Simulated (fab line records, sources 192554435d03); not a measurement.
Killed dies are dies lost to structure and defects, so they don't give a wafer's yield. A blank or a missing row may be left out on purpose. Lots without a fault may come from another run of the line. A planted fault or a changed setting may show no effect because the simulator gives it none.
Which tool did it? | flow n5_finfet | 10 lots, 29 wafers sampled, at 5 steps of a route of 1938

WHAT THE GAUGES READ, wafer by wafer
N5_SD_EPI_P_CD_MEAS_09: target cd 240 nm. Usual: cd_nm 240.1 nm, standard deviation 0.86.
lot  | measured    | on        | cd_nm (nm)        | flag
L449 | day 3 11:12 | cd_sem-03 | 240.2 239.2 240.0 |
L450 | day 3 19:01 | cd_sem-03 | 238.5 239.5 239.5 |
L452 | day 4 07:08 | cd_sem-01 | 240.5 241.0 241.2 |
L457 | day 5 10:35 | cd_sem-01 | 239.9 239.0 239.4 |
L458 | day 5 18:14 | cd_sem-03 | 240.4 239.2 239.1 |
L461 | day 6 12:08 | cd_sem-03 | 238.8 239.2 239.2 |
L466 | day 7 18:21 | cd_sem-02 | 239.3 239.4 239.5 |
L467 | day 8 00:48 | cd_sem-03 | 241.1 242.5       |
L468 | day 8 06:07 | cd_sem-02 | 242.1 241.3 240.8 |
L470 | day 8 18:20 | cd_sem-01 | 239.7 237.9 239.0 |

N5_BEOL_M4_RC_MEAS_101. Usual: DIBL_N 36.9 mV/V, standard deviation 1.6; DIBL_P 37.1 mV/V, standard deviation 2; IOFF_N 0.17 nA/um, standard deviation 0.032; IOFF_P 0.22 nA/um, standard deviation 0.036; ION_N 674 uA/um, standard deviation 12; ION_P 463 uA/um, standard deviation 7.8; SS_N 71.7 mV/dec, standard deviation 0.63; SS_P 73.5 mV/dec, standard deviation 0.62; VT_N 249 mV, standard deviation 3.3; VT_P -250 mV, standard deviation 3.5.
lot  | measured     | on        | DIBL_N (mV/V)  | DIBL_P (mV/V)  | IOFF_N (nA/um) | IOFF_P (nA/um) | ION_N (uA/um) | ION_P (uA/um) | SS_N (mV/dec)  | SS_P (mV/dec)  | VT_N (mV)   | VT_P (mV)      | flag
L449 | day 8 20:54  | prober-02 | 36.8 36.7 37.8 | 37.8 36.2 37.1 | 0.15 0.15 0.17 | 0.27 0.24 0.25 | 664 649 666   | 466 462 466   | 71.3 71.9 71.1 | 73.3 73.0 73.1 | 252 251 249 | -245 -247 -244 |
L450 | day 8 17:02  | prober-01 | 37.0 37.6 38.1 | 37.2 38.0 38.1 | 0.15 0.16 0.16 | 0.19 0.21 0.20 | 652 668 663   | 448 462 453   | 70.9 71.8 71.5 | 74.1 74.3 73.8 | 251 252 252 | -257 -253 -253 |
L452 | day 9 14:09  | prober-01 | 34.7 38.3 35.0 | 36.2 39.0 35.9 | 0.13 0.18 0.14 | 0.19 0.22 0.18 | 656 672 665   | 462 457 463   | 70.8 72.0 70.9 | 73.8 74.0 73.2 | 253 249 251 | -251 -251 -252 |
L457 | day 10 13:26 | prober-02 | 35.0 35.6 38.5 | 35.4 38.5 39.7 | 0.15 0.16 0.21 | 0.18 0.23 0.26 | 660 687 678   | 451 467 465   | 71.0 70.9 71.1 | 73.3 73.9 74.3 | 252 250 249 | -253 -251 -250 |
L458 | day 10 22:04 | prober-01 | 40.8 38.9 39.1 | 38.5 37.9 39.2 | 0.25 0.20 0.22 | 0.22 0.21 0.23 | 689 679 700   | 457 457 467   | 72.4 71.8 71.7 | 73.9 74.1 74.0 | 242 245 244 | -253 -253 -252 |
L461 | day 11 01:46 | prober-01 | 37.2 36.7 38.8 | 38.2 37.3 38.7 | 0.17 0.16 0.20 | 0.24 0.22 0.25 | 681 685 680   | 473 474 455   | 71.6 71.9 72.4 | 73.7 72.7 73.4 | 248 249 246 | -249 -252 -249 |
L466 | day 12 16:11 | prober-01 | 36.1 39.8 37.8 | 35.9 38.9 37.5 | 0.16 0.24 0.20 | 0.25 0.30 0.28 | 672 696 695   | 468 479 473   | 71.8 72.4 71.5 | 73.7 74.4 73.8 | 247 243 245 | -246 -243 -244 |
L467 | day 12 16:58 | prober-01 | 36.1 36.8      | 33.3 34.9      | 0.14 0.15      | 0.20 0.21      | 667 691       | 458 471       | 70.9 71.0      | 72.6 73.9      | 251 250     | -249 -248      |
L468 | day 13 10:24 | prober-02 | 38.9 36.9 35.1 | 36.3 34.8 33.3 | 0.19 0.15 0.13 | 0.25 0.23 0.20 | 672 674 666   | 465 463 462   | 73.1 71.7 71.1 | 74.1 74.1 73.0 | 250 251 253 | -247 -249 -250 |
L470 | day 13 14:08 | prober-01 | 36.7 35.1 38.2 | 34.9 32.2 36.6 | 0.18 0.14 0.19 | 0.25 0.20 0.27 | 682 667 673   | 472 464 466   | 71.2 71.7 72.0 | 73.7 72.9 73.8 | 246 253 248 | -246 -249 -245 |

WHICH TOOL RAN EACH LOT (tool, then ch and the chambers of the sampled wafers, then the start)
lot  | N5_SD_EPI_N_ETCH_45               | N5_SD_EPI_N_VAPOR_ETCH_50      | N5_SD_EPI_N_EPI_21
L449 | rie_diel-05 ch 0,1,3, day 3 07:20 | epi_rpcvd-02 ch 0, day 3 08:23 | epi_rpcvd-02 ch 0, day 3 09:04
L450 | rie_diel-03 ch 0,1,3, day 3 14:07 | epi_rpcvd-01 ch 0, day 3 15:14 | epi_rpcvd-01 ch 0, day 3 15:49
L452 | rie_diel-01 ch 2,3, day 4 02:31   | epi_rpcvd-01 ch 0, day 4 03:52 | epi_rpcvd-01 ch 0, day 4 04:46
L457 | rie_diel-01 ch 0,1, day 5 06:46   | epi_rpcvd-04 ch 0, day 5 07:48 | epi_rpcvd-04 ch 0, day 5 08:29
L458 | rie_diel-05 ch 0,2,3, day 5 14:24 | epi_rpcvd-01 ch 0, day 5 15:25 | epi_rpcvd-01 ch 0, day 5 15:50
L461 | rie_diel-01 ch 1,2,3, day 6 08:25 | epi_rpcvd-04 ch 0, day 6 09:24 | epi_rpcvd-04 ch 0, day 6 09:35
L466 | rie_diel-05 ch 0,3, day 7 12:45   | epi_rpcvd-04 ch 0, day 7 14:04 | epi_rpcvd-04 ch 0, day 7 14:49
L467 | rie_diel-01 ch 0,2, day 7 20:55   | epi_rpcvd-04 ch 0, day 7 21:57 | epi_rpcvd-04 ch 0, day 7 22:08
L468 | rie_diel-01 ch 1,2, day 8 00:19   | epi_rpcvd-01 ch 0, day 8 01:25 | epi_rpcvd-01 ch 0, day 8 01:39
L470 | rie_diel-05 ch 0,1, day 8 14:26   | epi_rpcvd-02 ch 0, day 8 15:25 | epi_rpcvd-02 ch 0, day 8 15:35
- N5_SD_EPI_N_ETCH_45: etches SiOCN in CH3F/O2, target depth 6 nm.
- N5_SD_EPI_N_VAPOR_ETCH_50: etches Si in HCl, time 54 s.
- N5_SD_EPI_N_EPI_21: deposits Si:P, time 690 s.

WHAT THE TOOLS THEMSELVES READ (means of the sampled wafers that have a number; where no wafer has one, the mark that the record gives instead)
N5_SD_EPI_N_ETCH_45. Usual: drypump_motor_current_A 5.7 A, standard deviation 0.37; oes_product_au 0.75 a.u., standard deviation 0.059; rf_vpp_V 127.5 V, standard deviation 0.94; showerhead_plenum_p_Torr 2.01 Torr, standard deviation 0.057; throttle_valve_pct 23.36 %, standard deviation 0.28.
lot  | tool        | drypump_motor_current_A (A) | oes_product_au (a.u.) | rf_vpp_V (V) | showerhead_plenum_p_Torr (Torr) | throttle_valve_pct (%) | flag
L449 | rie_diel-05 | 5.8                         | 0.75                  | 127.9        | 2.02                            | 23.43                  |
L450 | rie_diel-03 | 5.7                         | 0.84                  | 127.4        | 2.01                            | 22.95                  |
L452 | rie_diel-01 | 5.6                         | 0.73                  | 126.9        | 1.99                            | 23.60                  |
L457 | rie_diel-01 | 5.8                         | 0.71                  | 126.9        | 1.98                            | 23.13                  |
L458 | rie_diel-05 | 5.7                         | 0.73                  | 127.4        | 2.01                            | 23.58                  |
L461 | rie_diel-01 | 5.7                         | 0.71                  | 127.6        | 1.97                            | 23.42                  |
L466 | rie_diel-05 | 6.1                         | 0.70                  | 128.0        | 1.95                            | 23.56                  |
L467 | rie_diel-01 | 5.8                         | 0.81                  | 127.0        | 1.96                            | 23.47                  |
L468 | rie_diel-01 | 5.8                         | 0.70                  | 127.6        | 1.97                            | 23.21                  |
L470 | rie_diel-05 | 5.5                         | 0.75                  | 128.0        | 2.06                            | 23.56                  |

N5_SD_EPI_N_VAPOR_ETCH_50. Usual: throttle_valve_pct 11.69 %, standard deviation 0.29.
lot  | tool         | throttle_valve_pct (%) | flag
L449 | epi_rpcvd-02 | 11.70                  |
L450 | epi_rpcvd-01 | 11.24                  |
L452 | epi_rpcvd-01 | 11.29                  |
L457 | epi_rpcvd-04 | 12.06                  |
L458 | epi_rpcvd-01 | 11.24                  |
L461 | epi_rpcvd-04 | 11.82                  |
L466 | epi_rpcvd-04 | 11.95                  |
L467 | epi_rpcvd-04 | 11.76                  |
L468 | epi_rpcvd-01 | 11.32                  |
L470 | epi_rpcvd-02 | 11.80                  |

N5_SD_EPI_N_EPI_21. Usual: susceptor_temp_C_max 681.4, standard deviation 0.47.
lot  | tool         | susceptor_temp_C_max | flag
L449 | epi_rpcvd-02 | 681.5                |
L450 | epi_rpcvd-01 | 681.1                |
L452 | epi_rpcvd-01 | 680.8                |
L457 | epi_rpcvd-04 | 680.8                |
L458 | epi_rpcvd-01 | 680.7                |
L461 | epi_rpcvd-04 | 681.5                |
L466 | epi_rpcvd-04 | 681.3                |
L467 | epi_rpcvd-04 | 681.1                |
L468 | epi_rpcvd-01 | 680.7                |
L470 | epi_rpcvd-02 | 681.2                |

THE ANSWER, worked out from the rows above alone
Rule: a lot is off if the mean of its wafers that have a number lies more than 3 standard deviations from the usual mean. A lot without any number at a reading at which 4 lots or more have one is off too. The other lots that the step has rows for count as sound. The gauges are gone through in route order, then the tools' own readings, and for those a lot's mean is taken as printed above. The first step at which some lot is off is used, and at that step the reading that is off furthest; a lot without a number counts as furthest.
No lot is off at any reading shown: from this, nothing can be told.

WHAT THE SIMULATOR HAD PUT IN
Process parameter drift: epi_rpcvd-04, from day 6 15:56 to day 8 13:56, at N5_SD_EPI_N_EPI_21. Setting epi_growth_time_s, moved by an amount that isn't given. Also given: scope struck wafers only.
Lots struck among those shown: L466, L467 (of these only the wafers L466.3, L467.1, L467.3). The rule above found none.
